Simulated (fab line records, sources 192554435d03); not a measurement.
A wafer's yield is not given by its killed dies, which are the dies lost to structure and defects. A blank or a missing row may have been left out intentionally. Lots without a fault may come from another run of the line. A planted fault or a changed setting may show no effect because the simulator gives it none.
Split-lot study :: flow n5 finfet :: 39 wafers read from 7 lots, route of 1938 steps

THE SPLIT ITSELF
At N5_BEOL_M0_SAQP_PECVD_00 (deposits SiCN from 3MS/NH3, target thk 8 nm, time 14 s), the setting time s was moved away from the recipe's 14 s on 15 of the 39 wafers read, by -54.5% to +58.6%. For the rest of the wafers, this setting stayed at what the recipe calls for.

Reading taken at the split's own step.

THE READING
SiCN_of_BEOL_M0_SAQP_PECVD_00.thk nm (the simulator's own value, which no gauge read), in nm, at N5_BEOL_M0_SAQP_PECVD_00 (deposits SiCN from 3MS/NH3, target thk 8 nm, time 14 s). The file does not state a usual value for it. The 24 wafers here that ran the recipe average 8.0 nm, standard deviation 0.15 nm.

wafer: L075.1
tool, chamber at the split: pecvd-04, 0,2,0
time s as run, s: 19.5
against the recipe: +39.3%
SiCN_of_BEOL_M0_SAQP_PECVD_00.thk nm, nm: 11.2
against lot-mates on the recipe: +3.2

wafer: L075.4
tool, chamber at the split: pecvd-04, 0,2,0
time s as run, s: 19.5
against the recipe: +39.3%
SiCN_of_BEOL_M0_SAQP_PECVD_00.thk nm, nm: 11.2
against lot-mates on the recipe: +3.2

wafer: L075.6
tool, chamber at the split: pecvd-04, 0,2,0
time s as run, s: 19.5
against the recipe: +39.3%
SiCN_of_BEOL_M0_SAQP_PECVD_00.thk nm, nm: 11.2
against lot-mates on the recipe: +3.2

wafer: L075.2
tool, chamber at the split: pecvd-04, 1,2,1
time s as run, s: 14
against the recipe: recipe
SiCN_of_BEOL_M0_SAQP_PECVD_00.thk nm, nm: 8
against lot-mates on the recipe: -

wafer: L075.3
tool, chamber at the split: pecvd-04, 1,2,1
time s as run, s: 14
against the recipe: recipe
SiCN_of_BEOL_M0_SAQP_PECVD_00.thk nm, nm: 8
against lot-mates on the recipe: -

wafer: L075.5
tool, chamber at the split: pecvd-04, 1,2,1
time s as run, s: 14
against the recipe: recipe
SiCN_of_BEOL_M0_SAQP_PECVD_00.thk nm, nm: 8
against lot-mates on the recipe: -

wafer: L076.1
tool, chamber at the split: pecvd-02, 0,1
time s as run, s: 14
against the recipe: recipe
SiCN_of_BEOL_M0_SAQP_PECVD_00.thk nm, nm: 8.2
against lot-mates on the recipe: -

wafer: L076.3
tool, chamber at the split: pecvd-02, 0,1
time s as run, s: 14
against the recipe: recipe
SiCN_of_BEOL_M0_SAQP_PECVD_00.thk nm, nm: 8.2
against lot-mates on the recipe: -

wafer: L076.2
tool, chamber at the split: pecvd-02, 2,2,1
time s as run, s: 6.364
against the recipe: -54.5%
SiCN_of_BEOL_M0_SAQP_PECVD_00.thk nm, nm: 3.8
against lot-mates on the recipe: -4.3

wafer: L076.4
tool, chamber at the split: pecvd-02, 2,2,1
time s as run, s: 6.364
against the recipe: -54.5%
SiCN_of_BEOL_M0_SAQP_PECVD_00.thk nm, nm: 3.8
against lot-mates on the recipe: -4.3

wafer: L076.5
tool, chamber at the split: pecvd-02, 2,2,1
time s as run, s: 6.364
against the recipe: -54.5%
SiCN_of_BEOL_M0_SAQP_PECVD_00.thk nm, nm: 3.8
against lot-mates on the recipe: -4.3

wafer: L076.6
tool, chamber at the split: pecvd-02, 0
time s as run, s: 14
against the recipe: recipe
SiCN_of_BEOL_M0_SAQP_PECVD_00.thk nm, nm: 8
against lot-mates on the recipe: -

wafer: L079.1
tool, chamber at the split: pecvd-03, 2
time s as run, s: 22.2
against the recipe: +58.6%
SiCN_of_BEOL_M0_SAQP_PECVD_00.thk nm, nm: 12.6
against lot-mates on the recipe: +4.5

wafer: L079.2
tool, chamber at the split: pecvd-03, 0
time s as run, s: 14
against the recipe: recipe
SiCN_of_BEOL_M0_SAQP_PECVD_00.thk nm, nm: 8
against lot-mates on the recipe: -

wafer: L079.3
tool, chamber at the split: pecvd-03, 2
time s as run, s: 22.2
against the recipe: +58.6%
SiCN_of_BEOL_M0_SAQP_PECVD_00.thk nm, nm: 12.8
against lot-mates on the recipe: +4.7

wafer: L079.5
tool, chamber at the split: pecvd-03, 2
time s as run, s: 22.2
against the recipe: +58.6%
SiCN_of_BEOL_M0_SAQP_PECVD_00.thk nm, nm: 12.8
against lot-mates on the recipe: +4.7

wafer: L079.4
tool, chamber at the split: pecvd-03, 0
time s as run, s: 14
against the recipe: recipe
SiCN_of_BEOL_M0_SAQP_PECVD_00.thk nm, nm: 8.2
against lot-mates on the recipe: -

wafer: L079.6
tool, chamber at the split: pecvd-03, 0
time s as run, s: 14
against the recipe: recipe
SiCN_of_BEOL_M0_SAQP_PECVD_00.thk nm, nm: 8.2
against lot-mates on the recipe: -

wafer: L083.1
tool, chamber at the split: pecvd-02, 2,1,0
time s as run, s: 6.871
against the recipe: -50.9%
SiCN_of_BEOL_M0_SAQP_PECVD_00.thk nm, nm: 3.8
against lot-mates on the recipe: -4.2

wafer: L083.2
tool, chamber at the split: pecvd-02, 2,1,0
time s as run, s: 6.871
against the recipe: -50.9%
SiCN_of_BEOL_M0_SAQP_PECVD_00.thk nm, nm: 3.8
against lot-mates on the recipe: -4.2

wafer: L083.3
tool, chamber at the split: pecvd-02, 2,1,0
time s as run, s: 6.871
against the recipe: -50.9%
SiCN_of_BEOL_M0_SAQP_PECVD_00.thk nm, nm: 3.8
against lot-mates on the recipe: -4.2

wafer: L083.4
tool, chamber at the split: pecvd-02, 1
time s as run, s: 14
against the recipe: recipe
SiCN_of_BEOL_M0_SAQP_PECVD_00.thk nm, nm: 8
against lot-mates on the recipe: -

wafer: L083.5
tool, chamber at the split: pecvd-02, 2
time s as run, s: 14
against the recipe: recipe
SiCN_of_BEOL_M0_SAQP_PECVD_00.thk nm, nm: 8.2
against lot-mates on the recipe: -

wafer: L083.6
tool, chamber at the split: pecvd-02, 0
time s as run, s: 14
against the recipe: recipe
SiCN_of_BEOL_M0_SAQP_PECVD_00.thk nm, nm: 7.8
against lot-mates on the recipe: -

wafer: L084.1
tool, chamber at the split: pecvd-02, 0,1
time s as run, s: 14
against the recipe: recipe
SiCN_of_BEOL_M0_SAQP_PECVD_00.thk nm, nm: 8
against lot-mates on the recipe: -

wafer: L084.4
tool, chamber at the split: pecvd-02, 0,1
time s as run, s: 14
against the recipe: recipe
SiCN_of_BEOL_M0_SAQP_PECVD_00.thk nm, nm: 8
against lot-mates on the recipe: -

wafer: L084.3
tool, chamber at the split: pecvd-02, 2
time s as run, s: 14
against the recipe: recipe
SiCN_of_BEOL_M0_SAQP_PECVD_00.thk nm, nm: 7.8
against lot-mates on the recipe: -

wafer: L087.1
tool, chamber at the split: pecvd-04, 0,1,0
time s as run, s: 14
against the recipe: recipe
SiCN_of_BEOL_M0_SAQP_PECVD_00.thk nm, nm: 7.8
against lot-mates on the recipe: -

wafer: L087.2
tool, chamber at the split: pecvd-04, 0,1,0
time s as run, s: 14
against the recipe: recipe
SiCN_of_BEOL_M0_SAQP_PECVD_00.thk nm, nm: 7.8
against lot-mates on the recipe: -

wafer: L087.5
tool, chamber at the split: pecvd-04, 0,1,0
time s as run, s: 14
against the recipe: recipe
SiCN_of_BEOL_M0_SAQP_PECVD_00.thk nm, nm: 7.8
against lot-mates on the recipe: -

wafer: L087.3
tool, chamber at the split: pecvd-04, 2,1,2
time s as run, s: 14
against the recipe: recipe
SiCN_of_BEOL_M0_SAQP_PECVD_00.thk nm, nm: 8
against lot-mates on the recipe: -

wafer: L087.4
tool, chamber at the split: pecvd-04, 2,1,2
time s as run, s: 14
against the recipe: recipe
SiCN_of_BEOL_M0_SAQP_PECVD_00.thk nm, nm: 8
against lot-mates on the recipe: -

wafer: L087.6
tool, chamber at the split: pecvd-04, 2,1,2
time s as run, s: 14
against the recipe: recipe
SiCN_of_BEOL_M0_SAQP_PECVD_00.thk nm, nm: 8
against lot-mates on the recipe: -

wafer: L089.1
tool, chamber at the split: pecvd-02, 1,0,2
time s as run, s: 14
against the recipe: recipe
SiCN_of_BEOL_M0_SAQP_PECVD_00.thk nm, nm: 7.8
against lot-mates on the recipe: -

wafer: L089.4
tool, chamber at the split: pecvd-02, 1,0,2
time s as run, s: 14
against the recipe: recipe
SiCN_of_BEOL_M0_SAQP_PECVD_00.thk nm, nm: 7.8
against lot-mates on the recipe: -

wafer: L089.5
tool, chamber at the split: pecvd-02, 1,0,2
time s as run, s: 14
against the recipe: recipe
SiCN_of_BEOL_M0_SAQP_PECVD_00.thk nm, nm: 7.8
against lot-mates on the recipe: -

wafer: L089.2
tool, chamber at the split: pecvd-02, 0,2
time s as run, s: 21.77
against the recipe: +55.5%
SiCN_of_BEOL_M0_SAQP_PECVD_00.thk nm, nm: 12.2
against lot-mates on the recipe: +4.4

wafer: L089.3
tool, chamber at the split: pecvd-02, 0,2
time s as run, s: 21.77
against the recipe: +55.5%
SiCN_of_BEOL_M0_SAQP_PECVD_00.thk nm, nm: 12.2
against lot-mates on the recipe: +4.4

wafer: L089.6
tool, chamber at the split: pecvd-02, 1
time s as run, s: 21.77
against the recipe: +55.5%
SiCN_of_BEOL_M0_SAQP_PECVD_00.thk nm, nm: 12.4
against lot-mates on the recipe: +4.6
The file does not say which wafer passed through which chamber wherever a row lists several chambers: such a row stands for several wafers.

FIT RESULTS
A straight line over all 39 wafers: SiCN_of_BEOL_M0_SAQP_PECVD_00.thk nm changes by +0.0795 nm for each +1% of time s; r = +1.00; the points scatter about the line by 0.15 nm.
The same after taking each lot's own level away (the mean of its wafers on the recipe; 39 wafers): +0.0803 nm for each +1%; r = +1.00; scatter 0.098 nm.
Per that fit: largest time s move, reading shift of 4.7 nm.
Measured against the standard deviation above, the lots' own levels, which go from 7.80 to 8.13 nm, span 2.3 times it.
The two slopes are in agreement: the lot-to-lot level therefore moves the slope only a little.
Check: +4.72 nm against its lot-mates is what the line predicts for one of the wafers moved furthest among these (+58.6%) when that wafer is left out of the fit. It came out at +4.47 nm against them.

OTHER SPLITS APPLIED TO THESE WAFERS
Note: prior to the reading, these wafers also went through further splits. Each is held against what the fit with the lots' levels taken away leaves over:
other split on the same wafers: N5_FIN_SAQP_HM_DEP_03 target thk a
wafers away from the commonest value: 12
r with SiCN_of_BEOL_M0_SAQP_PECVD_00.thk nm (lot level and that fit taken away): -0.09

other split on the same wafers: N5_SD_EPI_N_EPI_21 time s
wafers away from the commonest value: 15
r with SiCN_of_BEOL_M0_SAQP_PECVD_00.thk nm (lot level and that fit taken away): +0.01

FILE'S OWN FIT
SiCN_of_BEOL_M0_SAQP_PECVD_00.thk nm changes by +0.0803 nm for each +1% of time s, r = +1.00.
